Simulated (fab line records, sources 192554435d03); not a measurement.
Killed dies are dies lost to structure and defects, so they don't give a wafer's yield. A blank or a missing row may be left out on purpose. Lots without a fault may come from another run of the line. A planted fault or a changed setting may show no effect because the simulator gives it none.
One fault seen from 2 desks | flow n5_finfet | each desk has only its own numbers; what lay behind them comes last

THE TOOL OWNER'S DESK: litho_track-02
The tool's own readings at N5_DUMMY_GATE_COAT_35 (time 60 s, resist thk 10 nm): means of the sampled wafers that have a number, for each lot that ran on this tool. A lot is out of limits, marked OUT, if its mean lies more than 4 standard deviations from the usual mean; the brackets give that distance.
Columns: A = spin_speed_rpm at N5_DUMMY_GATE_COAT_35, usual 1499.9 rpm
lot  | first seen here | A
L638 | day 3 13:24     | 1500.2
L645 | day 5 07:42     | 1387.8 (-99 or more) OUT
L649 | day 6 03:41     | 1386.6 (-99 or more) OUT
L658 | day 8 11:04     | 1500.0
L659 | day 8 15:22     | 1500.1
This desk's finding: out of limits on L645, L649; first on L645, day 5 07:42 (spin_speed_rpm at N5_DUMMY_GATE_COAT_35). In limits: L638, L658, L659.

THE METROLOGY DESK
What the gauges read, lot by lot, whatever tool the lot ran on: means of the sampled wafers that have a number. A lot is out of limits, marked OUT, if its mean lies more than 4 standard deviations from the usual mean; the brackets give that distance.
Columns: A = GATE_OVL at N5_DUMMY_GATE_OVL_MEAS_16, usual 0.3 nm
lot  | first seen here | A
L636 | day 2 21:51     | 0.4
L637 | day 3 09:07     | 0.4
L638 | day 3 13:43     | 0.5
L639 | day 3 17:04     | -0.5
L641 | day 4 04:56     | -0.1
L645 | day 5 08:07     | 0.6
L647 | day 5 18:58     | -0.2
L649 | day 6 04:07     | 0.1
L654 | day 7 09:13     | 0.9
L657 | day 8 04:23     | 1.4
L658 | day 8 11:29     | -0.1
L659 | day 8 15:48     | -0.3
This desk's finding: nothing out of limits on any of the 12 lots.

PUT TOGETHER
The tool owner's desk could have raised an alarm at day 5 07:42, on L645, L649.
The metrology desk saw nothing out of limits.
The metrology desk has L645, L649 on record, within its limits.
Of the lots named, all ran N5_DUMMY_GATE_COAT_35 on litho_track-02.

WHAT THE SIMULATOR HAD PUT IN
Process parameter drift: litho_track-02, from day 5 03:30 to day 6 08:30, at N5_DUMMY_GATE_COAT_35. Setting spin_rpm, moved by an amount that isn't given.
Lots struck among those shown: L645, L649.
Hours from the fault's start to each desk's first reading out of limits: the tool owner's desk, 4.
